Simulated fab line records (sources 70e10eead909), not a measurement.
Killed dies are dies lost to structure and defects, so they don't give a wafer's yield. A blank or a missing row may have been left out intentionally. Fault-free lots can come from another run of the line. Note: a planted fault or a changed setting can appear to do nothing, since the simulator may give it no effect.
Chamber matching | flow nand-harc | NHARC_THIN_TSV_ETCH_44 on rie-diel-02: 4 sister chambers
The step etches the open film in CF4/O2, target depth 1594.2 nm, time 797.1 s. 8 wafers are shown with their chamber, then 8 later ones without.

WAFERS PAIRED WITH THEIR CHAMBERS
wafer  | chamber | showerhead-plenum-p-Torr (Torr) | rf-vpp-V (V)
L712.6 | 1       | 1.77                            | 791
L716.3 | 1       | 1.77                            | 789
L718.2 | 0       | 1.75                            | 790
L717.5 | 3       | 1.77                            | 791
L726.1 | 3       | 1.77                            | 792
L726.4 | 0       | 1.74                            | 788
L726.6 | 2       | 1.89                            | 798
L729.2 | 2       | 1.89                            | 797

WAFERS WITH NO CHAMBER GIVEN
wafer  | showerhead-plenum-p-Torr (Torr) | rf-vpp-V (V)
L729.5 | 1.89                            | 796
L729.6 | 1.77                            | 788
L730.1 | 1.89                            | 798
L730.3 | 1.74                            | 789
L730.5 | 1.77                            | 789
L734.2 | 1.77                            | 791
L734.5 | 1.77                            | 791
L734.6 | 1.89                            | 797

CHAMBER TAKEN BY EACH
wafer  | from the rows above     | in truth
L729.5 | 2                       | 2
L729.6 | can't be placed: 1 or 3 | 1
L730.1 | 2                       | 2
L730.3 | 0                       | 0
L730.5 | can't be placed: 1 or 3 | 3
L734.2 | can't be placed: 3 or 1 | 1
L734.5 | can't be placed: 3 or 1 | 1
L734.6 | 2                       | 2
Placed correctly: 4 of 8. Can't be placed from these rows: 4 (the true chamber is among the candidates in 4). Number placed wrongly: 0.
How it was worked out, from the rows above alone: a wafer's distance from a chamber is the root of the sum, over the readings, of the square of ((its reading less the chamber's mean) divided by the reading's scatter). The wafer belongs to the nearest chamber; if the next one is less than 2 further off, it can't be placed. A chamber's mean is the mean of its shown wafers. How the scatter is found: for the shown wafers, subtract from each reading the mean of its chamber, square and add these, divide the total by (wafers less chambers), then take the root.
